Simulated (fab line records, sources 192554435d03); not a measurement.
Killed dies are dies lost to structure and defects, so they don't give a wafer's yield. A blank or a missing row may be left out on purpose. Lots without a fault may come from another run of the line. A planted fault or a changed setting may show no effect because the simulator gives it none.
Which tool did it? | flow n5_finfet | 10 lots, 30 wafers sampled, at 5 steps of a route of 1938

WHAT THE GAUGES READ, wafer by wafer
N5_BEOL_M2_OCD_MEAS_38. Usual: trench_depth_nm 55.3 nm, standard deviation 0.85.
lot  | measured     | on     | trench_depth_nm (nm) | flag
L600 | day 7 03:17  | ocd-02 | 55.4 55.3 56.2       |
L601 | day 7 03:26  | ocd-02 | 55.2 54.8 54.0       |
L603 | day 8 00:35  | ocd-02 | 56.9 55.5 55.0       |
L604 | day 8 01:04  | ocd-01 | 56.2 54.4 55.2       |
L608 | day 9 12:57  | ocd-02 | 53.9 55.2 54.4       |
L609 | day 9 19:03  | ocd-02 | 55.0 53.9 54.6       |
L612 | day 9 19:31  | ocd-02 | 54.3 55.4 54.3       |
L618 | day 11 23:19 | ocd-02 | 54.8 56.1 56.3       |
L620 | day 12 03:23 | ocd-01 | 55.3 53.9 55.5       |
L622 | day 12 13:22 | ocd-02 | 55.2 55.2 54.8       |

N5_BEOL_M4_RC_MEAS_101. Usual: DIBL_N 35.9 mV/V, standard deviation 1.3; DIBL_P 35.9 mV/V, standard deviation 1.5; IOFF_N 0.152 nA/um, standard deviation 0.023; IOFF_P 0.204 nA/um, standard deviation 0.027; ION_N 673 uA/um, standard deviation 9.2; ION_P 462 uA/um, standard deviation 6.7; SS_N 71.4 mV/dec, standard deviation 0.48; SS_P 73.2 mV/dec, standard deviation 0.55; VT_N 250.3 mV, standard deviation 2.6; VT_P -250.6 mV, standard deviation 3.
lot  | measured     | on        | DIBL_N (mV/V)  | DIBL_P (mV/V)  | IOFF_N (nA/um)    | IOFF_P (nA/um)    | ION_N (uA/um) | ION_P (uA/um) | SS_N (mV/dec)  | SS_P (mV/dec)  | VT_N (mV)         | VT_P (mV)            | flag
L600 | day 8 12:53  | prober-02 | 35.2 37.0 37.2 | 35.1 38.1 37.3 | 0.120 0.155 0.149 | 0.163 0.207 0.193 | 662 671 659   | 455 468 450   | 70.9 71.2 71.6 | 72.3 72.6 73.2 | 255.4 251.9 250.1 | -253.8 -251.8 -251.3 |
L601 | day 8 18:44  | prober-01 | 35.9 35.3 34.9 | 36.2 35.8 36.1 | 0.177 0.163 0.159 | 0.208 0.198 0.204 | 682 679 676   | 458 459 464   | 71.3 71.8 70.8 | 73.9 73.7 73.1 | 246.9 248.9 248.7 | -250.4 -251.5 -252.7 |
L603 | day 9 18:23  | prober-02 | 36.5 35.0 36.1 | 37.3 36.3 37.1 | 0.167 0.150 0.163 | 0.198 0.182 0.197 | 677 679 680   | 461 452 462   | 70.8 71.0 71.5 | 74.3 73.0 73.2 | 249.8 252.0 248.3 | -253.7 -254.3 -251.2 |
L604 | day 9 21:12  | prober-01 | 36.6 35.3 37.3 | 36.6 34.7 38.1 | 0.135 0.122 0.162 | 0.175 0.159 0.214 | 670 676 685   | 456 453 469   | 71.2 70.6 71.8 | 72.8 72.6 73.6 | 253.0 253.1 251.9 | -253.4 -254.0 -250.3 |
L608 | day 10 22:23 | prober-01 | 36.2 37.4 36.8 | 35.5 37.4 36.7 | 0.162 0.183 0.175 | 0.209 0.233 0.224 | 687 680 690   | 467 468 469   | 71.6 71.8 70.5 | 73.1 74.2 73.0 | 246.1 245.8 247.4 | -248.9 -249.6 -248.3 |
L609 | day 12 03:04 | prober-02 | 35.7 35.0 35.9 | 35.5 35.2 36.2 | 0.134 0.127 0.143 | 0.188 0.198 0.209 | 669 665 681   | 455 460 461   | 71.1 70.7 71.7 | 72.7 72.8 73.8 | 249.5 251.2 248.9 | -249.6 -248.8 -248.1 |
L612 | day 11 09:10 | prober-01 | 34.3 35.1 34.8 | 33.5 33.7 34.6 | 0.154 0.163 0.161 | 0.211 0.210 0.225 | 683 681 679   | 472 463 470   | 71.5 71.7 71.2 | 72.7 73.3 74.5 | 248.0 248.1 249.0 | -249.9 -249.2 -248.3 |
L618 | day 13 14:14 | prober-02 | 34.5 33.8 35.7 | 36.0 35.6 37.6 | 0.143 0.137 0.164 | 0.198 0.187 0.223 | 681 665 681   | 470 466 467   | 71.5 71.2 71.5 | 73.3 73.1 73.5 | 252.2 253.1 249.4 | -248.9 -253.0 -251.9 |
L620 | day 13 17:28 | prober-02 | 36.1 36.2 35.4 | 36.0 36.6 35.8 | 0.162 0.164 0.149 | 0.183 0.187 0.176 | 675 668 669   | 454 455 452   | 71.9 72.0 71.4 | 73.0 73.8 73.1 | 250.0 248.5 250.2 | -253.1 -255.2 -256.0 |
L622 | day 14 19:56 | prober-01 | 41.0 37.6 38.4 | 40.4 35.8 36.5 | 0.248 0.157 0.177 | 0.306 0.216 0.238 | 686 667 669   | 469 459 455   | 72.2 72.2 71.4 | 74.8 73.7 74.4 | 245.1 251.9 249.1 | -245.4 -252.3 -249.1 |

WHICH TOOL RAN EACH LOT (tool, then ch and the chambers of the sampled wafers, then the start)
lot  | N5_BEOL_M2_PRE_CLEAN_45      | N5_BEOL_M2_SPUTTER_48        | N5_BEOL_M2_SPUTTER_79
L600 | pvd_sputter-03, day 7 03:36  | pvd_sputter-01, day 7 04:29  | pvd_sputter-01, day 7 04:43
L601 | pvd_sputter-03, day 7 03:46  | pvd_sputter-03, day 7 06:31  | pvd_sputter-03, day 7 06:44
L603 | pvd_sputter-01, day 8 01:07  | pvd_sputter-01, day 8 01:52  | pvd_sputter-01, day 8 02:05
L604 | pvd_sputter-01, day 8 01:22  | pvd_sputter-03, day 8 03:14  | pvd_sputter-03, day 8 03:28
L608 | pvd_sputter-02, day 9 13:55  | pvd_sputter-03, day 9 14:52  | pvd_sputter-03, day 9 15:05
L609 | pvd_sputter-01, day 9 19:17  | pvd_sputter-01, day 9 20:00  | pvd_sputter-01, day 9 20:13
L612 | pvd_sputter-01, day 9 19:46  | pvd_sputter-01, day 9 22:05  | pvd_sputter-01, day 9 22:18
L618 | pvd_sputter-02, day 11 23:38 | pvd_sputter-03, day 12 01:22 | pvd_sputter-03, day 12 01:35
L620 | pvd_sputter-01, day 12 04:08 | pvd_sputter-01, day 12 04:59 | pvd_sputter-01, day 12 05:12
L622 | pvd_sputter-02, day 12 13:43 | pvd_sputter-02, day 12 14:21 | pvd_sputter-02, day 12 14:34
- N5_BEOL_M2_PRE_CLEAN_45: time 30 s.
- N5_BEOL_M2_SPUTTER_48: material Cu, target thk 4.5 nm, time 8.29 s.
- N5_BEOL_M2_SPUTTER_79: material Cu, target thk 4.5 nm, time 8.29 s.

WHAT THE TOOLS THEMSELVES READ (means of the sampled wafers that have a number; where no wafer has one, the mark that the record gives instead)
N5_BEOL_M2_PRE_CLEAN_45. Usual: heater_power_w 326 W, standard deviation 31.
lot  | tool           | heater_power_w (W) | flag
L600 | pvd_sputter-03 | 313                |
L601 | pvd_sputter-03 | 316                |
L603 | pvd_sputter-01 | 298                |
L604 | pvd_sputter-01 | 306                |
L608 | pvd_sputter-02 | 371                |
L609 | pvd_sputter-01 | 310                |
L612 | pvd_sputter-01 | 312                |
L618 | pvd_sputter-02 | 345                |
L620 | pvd_sputter-01 | 324                |
L622 | pvd_sputter-02 | 324                |

N5_BEOL_M2_SPUTTER_48. Usual: chamber_pressure_pa 0.07 Pa, standard deviation 0.00013; throttle_valve_pct 30.1 %, standard deviation 1.
lot  | tool           | chamber_pressure_pa (Pa) | throttle_valve_pct (%) | flag
L600 | pvd_sputter-01 | 0.07                     | 29.3                   |
L601 | pvd_sputter-03 | 0.07                     | 30.5                   |
L603 | pvd_sputter-01 | 0.07                     | 29.6                   |
L604 | pvd_sputter-03 | 0.07                     | 30.4                   |
L608 | pvd_sputter-03 | 0.07                     | 30.7                   |
L609 | pvd_sputter-01 | 0.07                     | 29.5                   |
L612 | pvd_sputter-01 | 0.07                     | 29.9                   |
L618 | pvd_sputter-03 | 0.07                     | 30.6                   |
L620 | pvd_sputter-01 | 0.07                     | 29.1                   |
L622 | pvd_sputter-02 | 0.07                     | 29.9                   |

N5_BEOL_M2_SPUTTER_79. Usual: chamber_pressure_pa 0.06999 Pa, standard deviation 0.00014; throttle_valve_pct 30.1 %, standard deviation 1.1.
lot  | tool           | chamber_pressure_pa (Pa) | throttle_valve_pct (%) | flag
L600 | pvd_sputter-01 | 0.07003                  | 29.1                   |
L601 | pvd_sputter-03 | 0.06995                  | 30.5                   |
L603 | pvd_sputter-01 | 0.06993                  | 29.6                   |
L604 | pvd_sputter-03 | 0.06999                  | 30.5                   |
L608 | pvd_sputter-03 | 0.06981                  | 30.8                   |
L609 | pvd_sputter-01 | 0.06995                  | 29.8                   |
L612 | pvd_sputter-01 | 0.06995                  | 29.6                   |
L618 | pvd_sputter-03 | 0.07172                  | 30.2                   | OFF
L620 | pvd_sputter-01 | 0.06993                  | 29.1                   |
L622 | pvd_sputter-02 | 0.06982                  | 30.1                   |

THE ANSWER, worked out from the rows above alone
Rule: a lot is off if the mean of its wafers that have a number lies more than 3 standard deviations from the usual mean. A lot without any number at a reading at which 4 lots or more have one is off too. The other lots that the step has rows for count as sound. The gauges are gone through in route order, then the tools' own readings, and for those a lot's mean is taken as printed above. The first step at which some lot is off is used, and at that step the reading that is off furthest; a lot without a number counts as furthest.
Off: L618, at N5_BEOL_M2_SPUTTER_79 (chamber_pressure_pa).
A tool fits if, at that step or a process step before it, it ran every lot that is off, and no sound lot after the first of them. One fits: pvd_sputter-03 at N5_BEOL_M2_SPUTTER_48 and N5_BEOL_M2_SPUTTER_79. At N5_BEOL_M2_SPUTTER_48 its last sound lot is L608 (day 9 14:52), its first lot that is off L618 (day 12 01:22): a fault that began between those two fits.

WHAT THE SIMULATOR HAD PUT IN
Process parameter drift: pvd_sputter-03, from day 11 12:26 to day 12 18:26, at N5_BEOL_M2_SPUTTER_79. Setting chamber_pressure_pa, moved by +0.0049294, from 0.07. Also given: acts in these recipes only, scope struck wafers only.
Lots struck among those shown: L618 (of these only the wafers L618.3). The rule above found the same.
